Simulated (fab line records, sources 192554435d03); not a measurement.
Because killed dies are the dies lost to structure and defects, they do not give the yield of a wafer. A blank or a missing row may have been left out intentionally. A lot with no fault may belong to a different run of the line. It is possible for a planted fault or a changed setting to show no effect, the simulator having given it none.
A lot that was struck, set against a sound lot + flow n5 finfet + 16 out of 1938 route steps
Sound: the wafers L886.2, L886.3. Struck: wafer L879.4 (L879.2, L879.6, from the same lot, were not struck and are left out); the cause is given at the end.
Order at every step that has rows: each side's tool, ch and its chambers, its first start. Under that, the readings that differ: sound wafers + struck wafers + difference of the means + sigmas: that difference in standard deviations of wafers without a fault.
alike: readings with means less than 2 such deviations apart, plus words and numbers identical on both sides. not compared: withheld readings, readings lacking a value on some wafer, bounds such as >300 that could conceal the same value, and numbers that have no deviation in the record and whose values overlap.
A row with sigmas, a row that says differs or no value, or rows on one side alone: a step with any of these is where the two part. When numbers do not overlap yet have no deviation, they are printed without sigmas and do not part them. A reading missing from all wafers of one side parts the sides only when that side holds two or more wafers.

first, 8 steps without rows for these wafers: N5_SDB_COAT_03 (time 60 s, resist thk 100 nm); N5_SDB_COAT_04 (time 60 s, resist thk 18 nm); N5_SDB_COAT_05 (resist thk 90 nm); N5_SDB_EBR_07; N5_SDB_SOFTBAKE_06 (time 60 s); N5_SDB_EXPOSE_08 (exposes mask SDB); N5_SDB_PEB_09 (peb time 60 s); N5_SDB_DEVELOP_10 (develop time 30 s).
N5_SDB_CD_MEAS_11: target cd 50 nm.
  sound on cd sem-03 ch 0, day 7 22:49; struck on cd sem-01 ch 0, day 6 12:42
| reading    | sound     | struck | difference | sigmas |
|------------|-----------|--------|------------|--------|
| cd nm (nm) | 48.8 49.5 | 51.9   | +2.8       | +2     |
N5_SDB_OVL_MEAS_12:
  sound on overlay-02 ch 0, day 7 22:50; struck on overlay-02 ch 0, day 6 12:43
  alike: SDB_OVL
N5_SDB_INSPECT_13: inspects for defects (brightfield).
  sound: defect inspect-02 at day 7 22:52; struck: defect inspect-02 at day 6 12:45
  alike: raw defect count
N5_SDB_DESCUM_16: chemistry O2, time 7.9 s.
  sound on rie diel-04 ch 2,3, day 7 22:54; struck on rie diel-05 ch 3, day 6 12:51
| reading                         | sound     | struck | difference | sigmas |
|---------------------------------|-----------|--------|------------|--------|
| drypump motor current A (A)     | 5.7 5.7   | 6.7    | +1.0       | +2     |
| oes product au (a.u.)           | 0.80 0.69 | 0.94   | +0.19      | +2     |
| showerhead plenum p Torr (Torr) | 2.08 2.15 | 2.26   | +0.14      | +2     |
  alike: rf vpp V, throttle valve pct
  not compared: rf hours counter h
N5_SDB_ETCH_17: etches SiARC in CF4, target depth 23.4 nm, time 39 s.
  sound on rie diel-04 ch 2,3, day 7 22:56; struck on rie diel-05 ch 3, day 6 12:53
| reading                     | sound     | struck | difference | sigmas |
|-----------------------------|-----------|--------|------------|--------|
| drypump motor current A (A) | 5.7 5.6   | 6.7    | +1.0       | +2     |
| etch rf on time s (s)       | 39.0 37.0 | 51.3   | +13.3      | +12    |
  alike: oes product au, rf vpp V, showerhead plenum p Torr, throttle valve pct
  not compared: rf hours counter h
N5_SDB_ETCH_18: etches SOC in N2/H2, target depth 100 nm, overetch 20 nm, time 150 s.
  sound on rie diel-04 ch 2,3, day 7 22:58; struck on rie diel-05 ch 3, day 6 12:55
| reading                     | sound       | struck | difference | sigmas |
|-----------------------------|-------------|--------|------------|--------|
| drypump motor current A (A) | 5.7 5.7     | 6.7    | +1.0       | +2     |
| oes product au (a.u.)       | 0.71 0.63   | 0.85   | +0.18      | +2     |
| rf vpp V (V)                | 523.0 526.2 | 529.3  | +4.7       | +2     |
  alike: showerhead plenum p Torr, throttle valve pct
  not compared: rf hours counter h
-- the record jumps here: 8 days lie between the struck wafers' starts before and after (it left off in module SDB and takes up again in module BEOL_M4, whose first step shown is number 1111 of the route) --
N5_BEOL_M4_RC_MEAS_101:
  sound on prober-02 ch 0, day 15 12:36; struck on prober-02 ch 0, day 14 11:15
| reading       | sound     | struck | difference | sigmas |
|---------------|-----------|--------|------------|--------|
| DIBL_N (mV/V) | 37.6 37.2 | 32.6   | -4.8       | -2     |
| SS_P (mV/dec) | 73.7 73.9 | 72.3   | -1.5       | -2     |
  alike: DIBL_P, IOFF_N, IOFF_P, ION_N, ION_P, SS_N, VT_N, VT_P
-- record jumps: 5 days separate the struck wafers' starts on either side; left off in module BEOL_M4, taken up again in module PASSIVATION, whose first shown step is the route's number 1936 --
N5_PASSIVATION_PROBE_49:
  sound: prober-02 at day 19 17:54; struck: prober-01 at day 19 03:53
| reading               | sound   | struck | difference | sigmas |
|-----------------------|---------|--------|------------|--------|
| killed at front end   | 55 47   | 27     | -24        | -2     |
| sort_bin_6_memory (%) | 3.5 4.0 | 2.5    | -1.2       | -2     |
  alike: defect limited yield, killed_at_M0_to_M3, killed_at_M4_up, killed at contacts, killed at other, killed dies, killed on rim, killed open, killed short, sort_bin_5_function, sort n pass, sort yield pct

WHERE THEY PART
At N5_SDB_CD_MEAS_11 first; at N5_PASSIVATION_PROBE_49 last (within this record only).

WHY: the cause the simulator had injected
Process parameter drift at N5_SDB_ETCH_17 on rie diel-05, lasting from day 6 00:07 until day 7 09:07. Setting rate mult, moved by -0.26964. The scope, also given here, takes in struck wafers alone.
